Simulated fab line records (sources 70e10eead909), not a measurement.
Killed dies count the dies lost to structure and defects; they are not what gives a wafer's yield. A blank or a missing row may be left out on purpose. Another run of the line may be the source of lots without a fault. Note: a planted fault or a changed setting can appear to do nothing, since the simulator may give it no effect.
A lot that was struck, set against a sound lot	flow nandHarc	14 steps out of a route of 1302
Sound: these wafers, L492.1, L492.3, L492.4. Struck: wafers L483.3, L483.5 (left out: L483.6, a lot-mate that was not struck); the cause follows at the end.
Per side, at each step with rows, come the tool, then ch with its chambers, and then its first start. Under that, the readings that differ: sound wafers	struck wafers	difference of the means	sigmas: that difference in standard deviations of wafers without a fault.
alike: a reading whose means differ by less than 2 such deviations, as well as words and numbers matching on both sides. not compared: withheld readings; readings where some wafer has no value; bounds like >300 that might hide an equal value; numbers whose values overlap and for which the record gives no deviation.
The two part at a step that has a row with sigmas, a row that says differs or no value, or rows on one side only. Non-overlapping numbers with no deviation appear without sigmas and do not part them. A reading that every wafer of one side lacks parts them only if that side has two wafers or more.

first, 1 step without rows for these wafers: NHARC_A_STAIRCASE_DESCUM_11 (chemistry O2, time 3 s).
NHARC_A_STAIRCASE_TRIM_12: chemistry O2, time 211.2 s.
  sound on rieDiel-10 ch 1,2,3, day 23 10:14; struck on rieDiel-10 ch 1,3, day 19 18:58
  alike: chamberPressureMTorr, drypumpMotorCurrentA, mfcArSccm, oesProductAu, rfVppV, showerheadPlenumPTorr, throttleValvePct
  not compared: rfHoursCounterH
then, 2 steps without rows for these wafers: NHARC_A_STAIRCASE_ETCH_13 (etches the open film in C4F8/O2, target depth 100 nm, time 40.5 s); NHARC_A_STAIRCASE_TRIM_14 (chemistry O2, time 211.2 s).
NHARC_A_STAIRCASE_ETCH_15: etches the open film in C4F8/O2, target depth 100 nm, time 40.5 s.
  sound on rieDiel-10 ch 0,2,3; struck on rieDiel-10 ch 2,3
  alike: chamberPressureMTorr, oesProductAu, rfVppV
  not compared: rfHoursCounterH
NHARC_A_STAIRCASE_TRIM_16: chemistry O2, time 211.2 s.
  sound on rieDiel-10 ch 0,2,3; struck on rieDiel-10 ch 1
reading	sound	struck	difference	sigmas
rfVppV (V)	57.1 58.2 56.9	60.4 58.0	+1.8	+2
  alike: chamberPressureMTorr, drypumpMotorCurrentA, mfcArSccm, oesProductAu, showerheadPlenumPTorr, throttleValvePct
  not compared: rfHoursCounterH
then, 1 step without rows for these wafers: NHARC_A_STAIRCASE_ETCH_17 (etches the open film in C4F8/O2, target depth 100 nm, time 40.5 s).
NHARC_A_STAIRCASE_TRIM_18: chemistry O2, time 211.2 s.
  sound on rieDiel-10 ch 1,2,3; struck on rieDiel-10 ch 1,3
  alike: chamberPressureMTorr, drypumpMotorCurrentA, mfcArSccm, oesProductAu, rfVppV, showerheadPlenumPTorr, throttleValvePct
  not compared: rfHoursCounterH
NHARC_A_STAIRCASE_ETCH_19: etches the open film in C4F8/O2, target depth 100 nm, time 40.5 s.
  sound on rieDiel-10 ch 0,1,2; struck on rieDiel-10 ch 2
  alike: chamberPressureMTorr, oesProductAu, rfVppV
  not compared: rfHoursCounterH
then, 2 steps without rows for these wafers: NHARC_A_STAIRCASE_TRIM_20 (chemistry O2, time 211.2 s); NHARC_A_STAIRCASE_ETCH_21 (etches the open film in C4F8/O2, target depth 100 nm, time 40.5 s).
NHARC_A_STAIRCASE_TRIM_22: chemistry O2, time 211.2 s.
  sound on rieDiel-10 ch 0,1,2, day 23 12:08; struck on rieDiel-04 ch 1, day 19 20:43
reading	sound	struck	difference	sigmas
oesProductAu (a.u.)	1.019 1.000 1.003	0.853 0.850	-0.156	-20
rfHoursCounterH (h)	22 40 37	- -	no value on the struck wafers	
  alike: chamberPressureMTorr, drypumpMotorCurrentA, mfcArSccm, rfVppV, showerheadPlenumPTorr, throttleValvePct
then, 1 step without rows for these wafers: NHARC_A_STAIRCASE_ETCH_23 (etches the open film in C4F8/O2, target depth 100 nm, time 40.5 s).
-- record jumps: 12 days between struck wafers' starts before vs after; left off in module A_STAIRCASE, resumes in module END, first step shown is number 1302 of the route --
NHARC_END_SORT_01:
  sound on prober-02 ch 0, day 33 06:17; struck on prober-01 ch 0, day 31 10:34
  alike: killedAtArray, killedAtOther, killedAtPeriphery, killedDies, killedOpen, killedShort

WHERE THEY PART
At NHARC_A_STAIRCASE_TRIM_16 first; at NHARC_A_STAIRCASE_TRIM_22 last (within this record only). Later steps at which nothing parts them and some readings are alike: NHARC_END_SORT_01.

WHY: what the simulator had put in
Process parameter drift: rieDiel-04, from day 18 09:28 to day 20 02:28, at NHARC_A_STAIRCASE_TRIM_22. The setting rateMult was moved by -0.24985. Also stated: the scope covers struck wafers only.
